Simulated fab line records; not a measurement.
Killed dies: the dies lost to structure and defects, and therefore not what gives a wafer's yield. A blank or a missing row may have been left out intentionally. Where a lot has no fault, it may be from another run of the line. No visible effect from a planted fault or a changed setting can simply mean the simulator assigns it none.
Matching of chambers / flow n5_finfet / 4 sister chambers for N5_BEOL_M7_DESCUM_33 on rie_diel-01
The step chemistry O2, time 7 s. 4 wafers are shown with their chamber, then 10 later ones without.

== WAFERS PAIRED WITH THEIR CHAMBERS ==
wafer=L087.1; chamber=0; drypump_motor_current_A (A)=5.7
wafer=L087.3; chamber=1; drypump_motor_current_A (A)=5.8
wafer=L089.1; chamber=3; drypump_motor_current_A (A)=4.7
wafer=L089.3; chamber=2; drypump_motor_current_A (A)=5.0

== WAFERS WITH NO CHAMBER GIVEN ==
wafer=L089.6; drypump_motor_current_A (A)=5.8
wafer=L090.3; drypump_motor_current_A (A)=5.8
wafer=L090.4; drypump_motor_current_A (A)=5.0
wafer=L090.6; drypump_motor_current_A (A)=5.8
wafer=L094.1; drypump_motor_current_A (A)=5.8
wafer=L094.4; drypump_motor_current_A (A)=4.7
wafer=L094.6; drypump_motor_current_A (A)=5.8
wafer=L096.3; drypump_motor_current_A (A)=4.9
wafer=L096.4; drypump_motor_current_A (A)=5.8
wafer=L096.6; drypump_motor_current_A (A)=5.7

== WHICH CHAMBER EACH ONE RAN IN ==
wafer=L089.6; from the rows above=1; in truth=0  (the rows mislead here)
wafer=L090.3; from the rows above=1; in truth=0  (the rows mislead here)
wafer=L090.4; from the rows above=2; in truth=2
wafer=L090.6; from the rows above=1; in truth=1
wafer=L094.1; from the rows above=1; in truth=1
wafer=L094.4; from the rows above=3; in truth=3
wafer=L094.6; from the rows above=1; in truth=1
wafer=L096.3; from the rows above=2; in truth=2
wafer=L096.4; from the rows above=1; in truth=1
wafer=L096.6; from the rows above=0; in truth=0
Correctly placed: 8 of 10. From these rows, 0 cannot be placed. Wrongly placed: 2.
How it was worked out, from the rows above alone: a wafer's distance from a chamber is the root of the sum, over the readings, of the square of ((its reading less the chamber's mean) divided by the reading's scatter). If the next closest chamber is less than 2 further off than the closest, the wafer can't be placed; otherwise it belongs to the closest. For every chamber, the mean is computed from those of its wafers that are shown. The scatter: with one shown wafer a chamber, the root of the mean of the squares of how far each hidden wafer lies from its nearest shown one.
